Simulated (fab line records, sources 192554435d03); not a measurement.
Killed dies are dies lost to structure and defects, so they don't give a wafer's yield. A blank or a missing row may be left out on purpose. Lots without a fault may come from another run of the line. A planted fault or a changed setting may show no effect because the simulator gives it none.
Split-lot experiment | flow n5_finfet | 7 lots, 21 wafers read, on a route of 1938 steps

THE SPLIT
At N5_BEOL_M6_COAT_63 (time 60 s, resist thk 60 nm), the setting spin_rpm was moved away from the recipe's 1500 rpm on 6 of the 21 wafers read, by -3.7% to +5.1%. The other wafers ran this setting at the recipe's value.

FROM THE SPLIT TO THE READING: what the file shows between them, 10 steps
- N5_BEOL_M6_EXPOSE_25: exposes mask V5, target cd 40 nm (also split here: dose_mj)
- N5_BEOL_M6_PEB_26: peb time 60 s
- N5_BEOL_M6_DEVELOP_27: develop time 30 s
- N5_BEOL_M6_CD_MEAS_28: target cd 40 nm
- N5_BEOL_M6_DESCUM_33: chemistry O2, time 7 s
- N5_BEOL_M6_ETCH_72: etches underlayer in N2/H2, target depth 6.5 nm, time 5.2 s
- N5_BEOL_M6_ETCH_65: etches SiARC in CF4, target depth 15.6 nm, time 26 s
- N5_BEOL_M6_ETCH_66: etches SOC in N2/H2, target depth 80 nm, overetch 16 nm, time 120 s
- N5_BEOL_M6_STRIP_69: strips in N2/H2
- N5_BEOL_M6_STRIP_73: strips in N2/H2

THE READING
SOC_of_BEOL_M6_COAT_63.thk_nm (the simulator's own value, which no gauge read), in nm, at N5_BEOL_M6_VIA_ETCH_34 (etches SiCOH lowk in C4F6/O2, target depth 126.3 nm, time 50.9 s). The file gives no usual value for it. The 15 wafers here that ran the recipe average 53.9 nm, standard deviation 0.2 nm.

wafer  | tool, chamber at the split | spin_rpm as run, rpm | against the recipe | SOC_of_BEOL_M6_COAT_63.thk_nm, nm | against lot-mates on the recipe
L074.1 | litho_track-02, 0          | 1500                 | recipe             | 54                                | -
L074.3 | litho_track-02, 0          | 1500                 | recipe             | 54                                | -
L074.2 | litho_track-02, 0          | 1500                 | recipe             | 53.8                              | -
L075.1 | litho_track-04, 0          | 1500                 | recipe             | 54                                | -
L075.3 | litho_track-04, 0          | 1500                 | recipe             | 54.2                              | -
L075.5 | litho_track-04, 0          | 1576                 | +5.1%              | 52.8                              | -1.3
L081.2 | litho_track-02, 0          | 1500                 | recipe             | 54                                | -
L081.3 | litho_track-02, 0          | 1500                 | recipe             | 53.8                              | -
L081.4 | litho_track-02, 0          | 1500                 | recipe             | 54.2                              | -
L084.3 | litho_track-04, 0          | 1445                 | -3.7%              | 54.8                              | +1.0
L084.4 | litho_track-04, 0          | 1500                 | recipe             | 53.8                              | -
L084.6 | litho_track-04, 0          | 1445                 | -3.7%              | 55                                | +1.2
L085.1 | litho_track-04, 0          | 1500                 | recipe             | 53.8                              | -
L085.6 | litho_track-04, 0          | 1500                 | recipe             | 53.8                              | -
L085.2 | litho_track-04, 0          | 1500                 | recipe             | 53.6                              | -
L092.2 | litho_track-03, 0          | 1550                 | +3.3%              | 53                                | -1.1
L092.3 | litho_track-03, 0          | 1500                 | recipe             | 53.8                              | -
L092.5 | litho_track-03, 0          | 1500                 | recipe             | 54.4                              | -
L094.2 | litho_track-04, 0          | 1500                 | recipe             | 53.8                              | -
L094.3 | litho_track-04, 0          | 1572                 | +4.8%              | 52.2                              | -1.6
L094.6 | litho_track-04, 0          | 1572                 | +4.8%              | 52.4                              | -1.4

THE FIT
A straight line over all 21 wafers: SOC_of_BEOL_M6_COAT_63.thk_nm changes by -0.287 nm for each +1% of spin_rpm; r = -0.95; the points scatter about the line by 0.22 nm.
The same after taking each lot's own level away (the mean of its wafers on the recipe; 21 wafers): -0.298 nm for each +1%; r = -0.98; scatter 0.15 nm.
On that fit, the largest move of spin_rpm shifts the reading by 1.5 nm.
The lots' own levels span 53.73 to 54.10 nm, that is 1.8 times the standard deviation above.
So the lot-to-lot level changes the slope little: the two slopes agree.
Check: with one of the wafers moved furthest among these (+5.1%) left out of the fit, the line predicts -1.58 nm for it against its lot-mates. It came out at -1.3 nm against them.

OTHER SPLITS ON THESE WAFERS
These wafers also went through other splits before the reading. Each is held against what the fit with the lots' levels taken away leaves over:
other split on the same wafers | wafers away from the commonest value | r with SOC_of_BEOL_M6_COAT_63.thk_nm (lot level and that fit taken away)
N5_BEOL_M5_COAT_66 spin_rpm    | 7                                    | +0.23
N5_BEOL_M6_EXPOSE_25 dose_mj   | 5                                    | -0.11

THE WHOLE CHAIN: every reading that the file lists as answering this split, in the file's order
step                   | what it does                                                        | reading                                                                        | change (the file's fit)               | r (the file's)
N5_BEOL_M6_COAT_63     | time 60 s, resist thk 60 nm                                         | SOC_of_BEOL_M6_COAT_63.thk_nm (the simulator's own value, which no gauge read) | -0.298 nm for each +1% of the setting | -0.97
N5_BEOL_M6_ETCH_66     | etches SOC in N2/H2, target depth 80 nm, overetch 16 nm, time 120 s | etch.depth_nm (the simulator's own value, which no gauge read)                 | -0.302 nm for each +1% of the setting | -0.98
N5_BEOL_M6_VIA_ETCH_34 | etches SiCOH lowk in C4F6/O2, target depth 126.3 nm, time 50.9 s    | SOC_of_BEOL_M6_COAT_63.thk_nm (the simulator's own value, which no gauge read) | -0.293 nm for each +1% of the setting | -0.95

THE FILE'S OWN FIT
SOC_of_BEOL_M6_COAT_63.thk_nm changes by -0.293 nm for each +1% of spin_rpm, r = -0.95.
